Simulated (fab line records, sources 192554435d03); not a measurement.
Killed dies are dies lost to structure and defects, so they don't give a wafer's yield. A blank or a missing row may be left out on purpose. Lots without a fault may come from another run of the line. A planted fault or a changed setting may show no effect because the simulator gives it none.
fab line records | flow n5_finfet
record lots=6 wafers=17 last_day=18
route steps=1938 shown BEOL_M5@1192 BEOL_M6@1194 PASSIVATION@1936
lots that met no fault: from a run of the same line without faults
start_h: hours from the record's first day to the start of the lot's first wafer shown | wait_h: hours since the lot's step before | " the same as in the row above | L1.1+2: a row that stands for several wafers | - no value, or no start given | * or withheld: withheld | < > ~ a bound
route shown NAME@n: a module of which the file shows steps, and the number in the route of the first | usual: mean/standard deviation of fault-free wafers | same: alike in all rows | chamber/n: place in a boat | sites: the reading at each site | _std_site: their standard deviation | _edge_site: outer sites' mean less inner sites' | radius_mm: how far each site lies from the wafer's centre | mask NAME#n: copy n | behind: the tool/chamber that last shaped the wafer | hold: why the lot was held/for how many hours/how that ended | device: the transistor (n, p or np) that didn't switch | end of line: the same wafers' tests at the end of the route | a step without rows: its recipe alone | killed: dies lost to structure and defects at the first sort, not the wafer's yield | map: a wafer's dies, x killed, . not, _ none there
set.NAME: the setting as run; set.NAME@STEP: as run at that earlier step | model.NAME: the simulator's own value behind a step, which no gauge read
lots at some steps of the route; a table a step, a row a wafer
services: from which hour (start_h, from the record's first day; less than 0 if before it) a tool's chamber was out of use, for how many hours, and why
## steps
# step N5_BEOL_M5_RS_MEAS_57
# recipe thk_meas_gauge=four-point-probe reads=Co_of_BEOL_M5_CO_CAP_78+Cu_of_BEOL_M5_ECD_50+Co_of_BEOL_M5_CVD_47+TaN_of_BEOL_M5_ALD_86
# usual M5_RS=0.391/0.016
# columns lot.wafer tool chamber start_h wait_h M5_RS[ohm/sq]
L956.2 film_metro-01 - 179.31 0.1 0.384
L956.3 " - " " 0.389
L956.5 " - " " 0.388
L963.2 film_metro-01 - 233.25 0.1 0.420
L963.3 " - " " 0.390
L963.5 " - " " 0.390
L966.4 film_metro-02 - 251.45 0.0 0.382
L966.5 " - " " 0.425
L966.6 " - " " 0.399
L968.1 film_metro-01 - 270.35 0.0 0.414
L968.5 " - " " 0.382
L972.2 film_metro-01 - 300.23 0.1 0.393
L972.3 " - " " 0.389
L972.4 " - " " 0.401
L977.2 film_metro-01 - 327.23 0.1 0.364
L977.3 " - " " 0.386
L977.5 " - " " 0.377
# step N5_BEOL_M5_INSPECT_58
# recipe inspect_instrument=darkfield mode=post_dep
# usual raw_defect_count=72/26
# columns lot.wafer tool chamber start_h wait_h raw_defect_count
L956.2 defect_inspect-02 - 179.33 0.0 55
L956.3 " - " " 66
L956.5 " - " " 70
L963.2 defect_inspect-01 - 233.28 0.0 36
L963.3 " - " " 45
L963.5 " - " " 63
L966.4 defect_inspect-01 - 251.48 0.0 42
L966.5 " - " " 35
L966.6 " - " " 32
L968.1 defect_inspect-02 - 270.38 0.0 66
L968.5 " - " " 44
L972.2 defect_inspect-01 - 300.26 0.0 150
L972.3 " - " " 81
L972.4 " - " " 65
L977.2 defect_inspect-02 - 327.25 0.0 46
L977.3 " - " " 55
L977.5 " - " " 27
# step N5_BEOL_M6_ILD_DEP_00
# recipe material=SiCOH_lowk target_thk_a=1797.5 temp_c=300 precursor=DEMS/porogen pressure_torr=5 rf_w=500 time_s=33.4
# usual heater_power_w=340/76 showerhead_plenum_p_Torr=5.753/0.018 throttle_valve_pct=13.6/0.41
# columns lot.wafer tool chamber start_h wait_h heater_power_w showerhead_plenum_p_Torr since_wet_clean_h throttle_valve_pct
L956.2 pecvd-04 2 179.37 0.0 405 5.779 492 13.5
L956.3 " 1 " " 392 5.735 1971 13.7
L956.5 " 0 " " 333 5.756 - 14.0
L963.2 pecvd-01 1 233.32 0.0 242 5.740 1481 13.1
L963.3 " 0 " " 333 5.759 756 13.5
L963.5 " 0 " " 330 5.766 - 13.6
L966.4 pecvd-01 1 251.53 0.1 238 5.723 - 13.5
L966.5 " 0 " " 322 5.759 - 13.7
L966.6 " 2 " " 327 5.735 - 12.9
L968.1 pecvd-01 0 270.42 0.0 342 5.746 793 14.0
L968.5 " 2 " " 252 5.747 - 12.9
L972.2 pecvd-01 1 300.29 0.0 251 5.747 1548 13.2
L972.3 " 0 " " 336 5.751 823 13.6
L972.4 " 1 " " 258 5.742 - 13.2
L977.2 pecvd-01 1 327.29 0.0 199 5.729 1575 13.1
L977.3 " 2 " " 307 5.739 - 13.2
L977.5 " 1 " " 212 5.736 - 13.2
# step N5_BEOL_M6_CURE_74
# recipe temp_c=385 time_s=240 ambient=He/Ar material=SiCOH_lowk
# usual lamp_power_pct=52.31/0.055 wafer_temp_C_max=387.2/0.72
# columns lot.wafer tool chamber start_h wait_h lamp_power_pct wafer_temp_C_max
L956.2 uv_cure-01 0 179.51 0.1 52.29 388.2
L956.3 " 0 " " 52.27 387.8
L956.5 " 0 " " 52.30 388.6
L963.2 uv_cure-03 2 233.46 0.1 52.31 387.0
L963.3 " 2 " " 52.27 388.0
L963.5 " 2 " " 52.25 387.3
L966.4 uv_cure-01 0 251.82 0.3 52.42 387.2
L966.5 " 0 " " 52.27 387.5
L966.6 " 0 " " 52.38 387.8
L968.1 uv_cure-03 0 270.50 0.1 52.33 386.7
L968.5 " 0 " " 52.44 387.4
L972.2 uv_cure-01 2 300.44 0.1 52.25 386.9
L972.3 " 2 " " 52.24 387.6
L972.4 " 2 " " 52.27 387.0
L977.2 uv_cure-02 1 327.46 0.1 52.31 386.0
L977.3 " 1 " " 52.30 385.9
L977.5 " 1 " " 52.43 385.8
# step N5_BEOL_M6_THK_MEAS_01
# recipe reads=SiCOH_lowk_of_BEOL_M6_ILD_DEP_00
# usual M6_ILD_THK=154.0/2.2
# columns lot.wafer tool chamber start_h wait_h M6_ILD_THK[nm]
L956.2 film_metro-02 - 179.95 0.4 156.1
L956.3 " - " " 149.4
L956.5 " - " " 157.6
L963.2 film_metro-01 - 233.89 0.4 153.7
L963.3 " - " " 152.9
L963.5 " - " " 155.4
L966.4 film_metro-01 - 252.09 0.2 154.2
L966.5 " - " " 154.9
L966.6 " - " " 154.5
L968.1 film_metro-02 - 271.02 0.4 154.1
L968.5 " - " " 154.7
L972.2 film_metro-01 - 300.87 0.4 150.0
L972.3 " - " " 152.2
L972.4 " - " " 154.6
L977.2 film_metro-02 - 327.89 0.4 149.6
L977.3 " - " " 154.0
L977.5 " - " " 151.4
# step N5_BEOL_M6_PECVD_70
# recipe material=SiO2 target_thk_a=200 temp_c=400 precursor=TEOS/O2 pressure_torr=5.5 rf_w=450 teos_flow_sccm=53.8 gas=O2 flow_sccm=3000 time_s=22.7
# usual heater_power_w=742/120 showerhead_plenum_p_Torr=8.82/0.071 throttle_valve_pct=22.0/0.7
# columns lot.wafer tool chamber start_h wait_h heater_power_w showerhead_plenum_p_Torr since_wet_clean_h throttle_valve_pct
L956.2 pecvd-04 1 179.98 0.0 914 8.81 1971 21.9
L956.3 " 0 " " 756 8.87 1246 22.6
L956.5 " 2 " " 1003 8.96 - 21.7
L963.2 pecvd-04 1 233.93 0.0 906 8.79 2025 21.9
L963.3 " 2 " " 959 8.98 546 21.6
L963.5 " 0 " " 789 8.89 - 22.6
L966.4 pecvd-01 0 252.14 0.1 705 8.88 - 22.1
L966.5 " 1 " " 611 8.78 - 21.4
L966.6 " 2 " " 680 8.79 - 20.7
L968.1 pecvd-04 2 271.05 0.0 951 8.97 583 22.0
L968.5 " 2 " " 935 8.98 - 21.9
L972.2 pecvd-01 1 300.91 0.0 567 8.76 1549 21.2
L972.3 " 0 " " 844 8.89 824 22.1
L972.4 " 1 " " 571 8.76 - 21.4
L977.2 pecvd-04 0 327.93 0.0 732 8.88 1394 22.4
L977.3 " 1 " " 817 8.81 2119 21.8
L977.5 " 2 " " 998 8.94 - 22.3
# step N5_BEOL_M6_HM_DEP_02
# recipe material=TiN target_thk_a=200 temp_c=25 chamber_pressure_pa=0.49996
# usual chamber_pressure_pa=0.5000/0.0011 throttle_valve_pct=29.9/0.78
# columns lot.wafer tool chamber start_h wait_h chamber_pressure_pa throttle_valve_pct
L956.2 pvd_sputter-01 - 180.78 0.8 0.5008 30.2
L956.3 " - " " 0.5007 29.0
L956.5 " - " " 0.5021 30.3
L963.2 pvd_sputter-01 - 234.30 0.4 0.5005 30.2
L963.3 " - " " 0.4990 29.6
L963.5 " - " " 0.4989 29.1
L966.4 pvd_sputter-01 - 253.02 0.9 0.5003 29.5
L966.5 " - " " 0.4987 29.6
L966.6 " - " " 0.4996 30.8
L968.1 pvd_sputter-02 - 271.30 0.2 0.5000 28.1
L968.5 " - " " 0.5019 30.6
L972.2 pvd_sputter-01 - 301.30 0.4 0.4988 29.5
L972.3 " - " " 0.5005 29.0
L972.4 " - " " 0.4988 30.1
L977.2 pvd_sputter-03 - 329.10 1.2 0.4996 29.3
L977.3 " - " " 0.5006 30.7
L977.5 " - " " 0.4983 29.4
# step N5_BEOL_M6_COAT_59
# recipe resist=SOC temp_c=250 time_s=60 spin_rpm=1500 resist_thk_nm=100
# step N5_BEOL_M6_COAT_60
# recipe resist=SiARC temp_c=220 time_s=60 spin_rpm=1500 resist_thk_nm=35
# step N5_BEOL_M6_COAT_05
# recipe resist=CAR-ArF spin_rpm=1500 resist_thk_nm=90
# step N5_BEOL_M6_EBR_07
# recipe solvent=PGMEA ebr_width_mm=1.5
# step N5_BEOL_M6_SOFTBAKE_06
# recipe temp_c=110 time_s=60 resist=CAR-ArF
# step N5_BEOL_M6_EXPOSE_08
# recipe mask_id=M6 na=1.35 source_shape=dipole sigma_inner=0.817 sigma_outer=0.97 polarization=te dose_mj=68.25
# columns lot.wafer tool chamber start_h wait_h mask model.BEOL_M6.overlay_x_nm
L956.2+3+5 arfi_scanner-03 0 181.03 - M6#0 -0.2
L963.2+3+5 arfi_scanner-03 0 234.68 - M6#0 12.2
L966.4+5+6 arfi_scanner-03 0 253.42 - M6#0 13
L968.1+5 arfi_scanner-01 0 271.55 - M6#0 0.2
L972.2+3+4 arfi_scanner-01 0 301.68 - M6#0 0.2
L977.2+3+5 arfi_scanner-01 0 329.48 - M6#0 0
# step N5_BEOL_M6_PEB_09
# recipe peb_temp_c=withheld peb_time_s=60 resist=CAR-ArF
# step N5_BEOL_M6_DEVELOP_10
# recipe develop_time_s=30 developer=TMAH resist=CAR-ArF rinse_liquid=diw dry=air_spin dev_temp_c=23
# step N5_BEOL_M6_CD_MEAS_11
# recipe target_cd_nm=38.5 landing_energy_ev=500 detector=se_inlens polarity=opening
# usual cd_nm=38.8/0.74
# columns lot.wafer tool chamber start_h wait_h cd_nm
L956.2 cd_sem-03 0 181.16 - 39.0
L956.3 " 0 " " 39.2
L956.5 " 0 " " 39.0
L963.2 cd_sem-02 0 234.80 - 39.3
L963.3 " 0 " " 40.0
L963.5 " 0 " " 40.4
L966.4 cd_sem-03 0 253.53 - 39.0
L966.5 " 0 " " 38.8
L966.6 " 0 " " 39.5
L968.1 cd_sem-02 0 271.68 - 38.6
L968.5 " 0 " " 38.8
L972.2 cd_sem-02 0 301.80 - 39.8
L972.3 " 0 " " 37.8
L972.4 " 0 " " 38.5
L977.2 cd_sem-01 0 329.60 - 39.1
L977.3 " 0 " " 39.5
L977.5 " 0 " " 39.4
# step N5_BEOL_M6_OVL_MEAS_12
# recipe points_per_wafer=44
# usual M6_OVL=0.4/0.65
# columns lot.wafer tool chamber start_h wait_h M6_OVL[nm]
L956.2 overlay-01 0 181.18 0.0 -0.1
L956.3 " 0 " " 0.6
L956.5 " 0 " " -0.9
L963.2 overlay-01 0 234.83 0.0 12.4
L963.3 " 0 " " 12.6
L963.5 " 0 " " 12.9
L966.4 overlay-02 0 253.56 0.0 11.5
L966.5 " 0 " " 12.8
L966.6 " 0 " " 12.1
L968.1 overlay-02 0 271.71 0.0 1.3
L968.5 " 0 " " 1.5
L972.2 overlay-01 0 301.83 0.0 1.1
L972.3 " 0 " " 0.6
L972.4 " 0 " " 0.5
L977.2 overlay-01 0 329.63 0.0 1.3
L977.3 " 0 " " 0.7
L977.5 " 0 " " 0.4
# step N5_BEOL_M6_INSPECT_13
# recipe mode=adi inspect_instrument=brightfield
# usual raw_defect_count=409/100
# columns lot.wafer tool chamber start_h wait_h raw_defect_count
L956.2 defect_inspect-01 - 181.21 0.0 347
L956.3 " - " " 397
L956.5 " - " " 432
L963.2 defect_inspect-01 - 234.86 0.0 242
L963.3 " - " " 242
L963.5 " - " " 304
L966.4 defect_inspect-01 - 253.58 0.0 364
L966.5 " - " " 430
L966.6 " - " " 303
L968.1 defect_inspect-01 - 271.73 0.0 467
L968.5 " - " " 395
L972.2 defect_inspect-01 - 301.85 0.0 811
L972.3 " - " " 606
L972.4 " - " " 496
L977.2 defect_inspect-02 - 329.65 0.0 306
L977.3 " - " " 383
L977.5 " - " " 238
# step N5_PASSIVATION_PROBE_49
# usual defect_limited_yield=90.9/1.6 killed_at_M0_to_M3=34/10 killed_at_M4_up=13/5.4 killed_at_contacts=13/6 killed_at_front_end=42/13 killed_at_other=4/3.2 killed_dies=107/18 killed_open=69/14 killed_short=35/7.7 sort_bin_4_leakage=0.02/0.17 sort_bin_5_function=5.3/1 sort_bin_6_memory=3.3/0.75 sort_bin_8_speed=0.00/0.015 sort_n_pass=1073/19 sort_yield_pct=90.9/1.6
# same gross_dies=1180 killed_at_back_side=0
# columns lot.wafer tool chamber start_h wait_h defect_limited_yield[%] killed_at_M0_to_M3 killed_at_M4_up killed_at_contacts killed_at_front_end killed_at_other killed_dies killed_open killed_short sort_bin_4_leakage[%] sort_bin_5_function[%] sort_bin_6_memory[%] sort_bin_8_speed[%] sort_n_pass sort_yield_pct[%]
L956.2 prober-02 - 266.89 0.1 90.1 24 26 30 35 2 117 81 32 0 5.6 3.7 0 1063 90.1
L956.3 prober-02 - 266.94 0.1 91.4 26 14 25 37 0 102 71 29 0 5.1 3.5 0 1078 91.4
L956.5 prober-02 - 267.04 0.2 88.5 30 20 16 63 7 136 79 45 0 7.4 3.8 0 1044 88.5
L963.5 prober-02 - 327.21 0.2 91.4 35 8 22 37 0 102 60 39 0 5.0 3.2 0 1078 91.4
L966.4 prober-02 - 342.09 0.2 90.6 37 23 15 33 3 111 73 36 0 5.3 4.0 0 1069 90.6
L966.5 prober-02 - 342.14 0.2 92.5 35 9 11 30 3 88 55 31 0 4.9 2.5 0 1092 92.5
L966.6 prober-02 - 342.19 0.3 90.5 34 15 16 30 17 112 59 43 0 4.5 3.7 0 1068 90.5
L968.1 prober-01 - 357.41 0.0 91.2 37 7 6 50 4 104 65 38 0 4.7 4.0 0 1076 91.2
# killed by level:class
L956.2 MOL_CONTACT_COAG:geometric_particle:open=25 BEOL_M4:geometric_particle:open=10 FIN_SAQP:geometric_particle:open=9 BEOL_M0_SAQP:geometric_particle:open=9 STI_FIN_REVEAL:geometric_particle:open=7 BEOL_M0_SAQP:geometric_particle:short=7 MOL_CONTACT_COAG:geometric_particle:short=4 STARTING-WAFER:geometric_particle:open=4
L956.3 MOL_CONTACT_COAG:geometric_particle:open=20 STI_FIN_REVEAL:geometric_particle:open=11 BEOL_M0_SAQP:geometric_particle:open=9 BEOL_M0_SAQP:geometric_particle:short=8 FIN_SAQP:geometric_particle:open=5 GATE_CUT:geometric_particle:short=5 GATE_CUT:geometric_particle:open=5 MOL_CONTACT_COAG:geometric_particle:short=4
L956.5 STI_FIN_REVEAL:geometric_particle:open=20 FIN_SAQP:geometric_particle:short=14 MOL_CONTACT_COAG:geometric_particle:open=14 FIN_SAQP:geometric_particle:open=11 BEOL_M0_SAQP:geometric_particle:short=11 BEOL_M4:geometric_particle:open=10 BEOL_M0_SAQP:geometric_particle:open=7 PASSIVATION:area_etch=6
L963.5 MOL_CONTACT_COAG:geometric_particle:open=15 BEOL_M0_SAQP:geometric_particle:short=12 FIN_SAQP:geometric_particle:short=10 FIN_SAQP:geometric_particle:open=7 STI_FIN_REVEAL:geometric_particle:open=7 BEOL_M0_SAQP:geometric_particle:open=7 MOL_CONTACT_COAG:geometric_particle:short=6 BEOL_M2:geometric_particle:open=6
L966.4 BEOL_M4:geometric_particle:open=16 MOL_CONTACT_COAG:geometric_particle:open=13 BEOL_M0_SAQP:geometric_particle:short=11 BEOL_M0_SAQP:geometric_particle:open=10 STI_FIN_REVEAL:geometric_particle:open=8 BEOL_M2:geometric_particle:open=7 GATE_CUT:geometric_particle:short=5 BEOL_M4:geometric_particle:short=5
L966.5 BEOL_M1:geometric_particle:open=9 BEOL_M0_SAQP:geometric_particle:open=7 MOL_CONTACT_COAG:geometric_particle:open=6 BEOL_M0_SAQP:geometric_particle:short=6 GATE_CUT:geometric_particle:open=5 MOL_CONTACT_COAG:geometric_particle:short=5 BEOL_M2:geometric_particle:open=5 FIN_SAQP:geometric_particle:short=4
L966.6 BEOL_M0_SAQP:geometric_particle:open=12 MOL_CONTACT_COAG:geometric_particle:open=10 HKMG_FIN:area_etch=9 BEOL_M0_SAQP:geometric_particle:short=8 MIM_BOT:geometric_particle:short=8 BEOL_M4:geometric_particle:open=7 MOL_CONTACT_COAG:geometric_particle:short=6 MIM_BOT:geometric_particle:open=6
L968.1 STI_FIN_REVEAL:geometric_particle:open=13 BEOL_M1:geometric_particle:open=12 FIN_SAQP:geometric_particle:short=10 STI_FIN_REVEAL:geometric_particle:short=7 BEOL_M0_SAQP:geometric_particle:open=7 BEOL_M0_SAQP:geometric_particle:short=7 MOL_CONTACT_COAG:geometric_particle:open=6 FIN_SAQP:geometric_particle:open=5
## services
# columns tool chamber start_h hours kind
arfi_scanner-03 - 158.82 1.3 pm
uv_cure-03 - 159.98 1.0 pm
pecvd-01 0 175.57 5.5 scheduled_down
arfi_scanner-01 - 179.23 1.3 pm
pecvd-04 - 182.39 1.5 repair
pecvd-04 1 188.20 4.6 repair
pecvd-01 - 188.36 0.8 repair
uv_cure-01 - 188.51 1.0 pm
arfi_scanner-01 - 191.54 1.0 pm
pecvd-01 2 202.38 - clean
arfi_scanner-01 - 217.25 0.8 pm
arfi_scanner-03 - 230.26 1.0 pm
arfi_scanner-03 - 231.85 0.7 repair
pecvd-01 - 242.73 2.0 repair
arfi_scanner-01 - 252.93 1.0 pm
pecvd-01 1 268.27 3.6 repair
arfi_scanner-03 - 276.26 2.6 repair
uv_cure-03 - 277.44 6.0 pm
arfi_scanner-03 - 280.63 0.8 pm
arfi_scanner-03 - 284.32 1.3 pm
arfi_scanner-01 - 304.73 1.3 pm
pvd_sputter-02 - 305.99 6.3 repair
uv_cure-03 - 310.02 11.6 repair
pecvd-01 2 314.61 4.8 repair
## key
first_sign step=N5_BEOL_M6_OVL_MEAS_12 reading=M6_OVL direction=up sigmas=18 usual=0.4 struck=12.4
effect none on later readings
model_effect step=N5_BEOL_M6_EXPOSE_08 value=BEOL_M6.overlay_x_nm without=0 struck=12.6
met_at N5_BEOL_M6_EXPOSE_08
struck_wafers L963.2,L963.3,L963.5,L966.4,L966.5,L966.6
onset_between 181.03 234.68
fault kind=scanner_matching_overlay tool=arfi_scanner-03 chamber=- onset_h=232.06 steps=N5_BEOL_M6_EXPOSE_08 offset=12.548
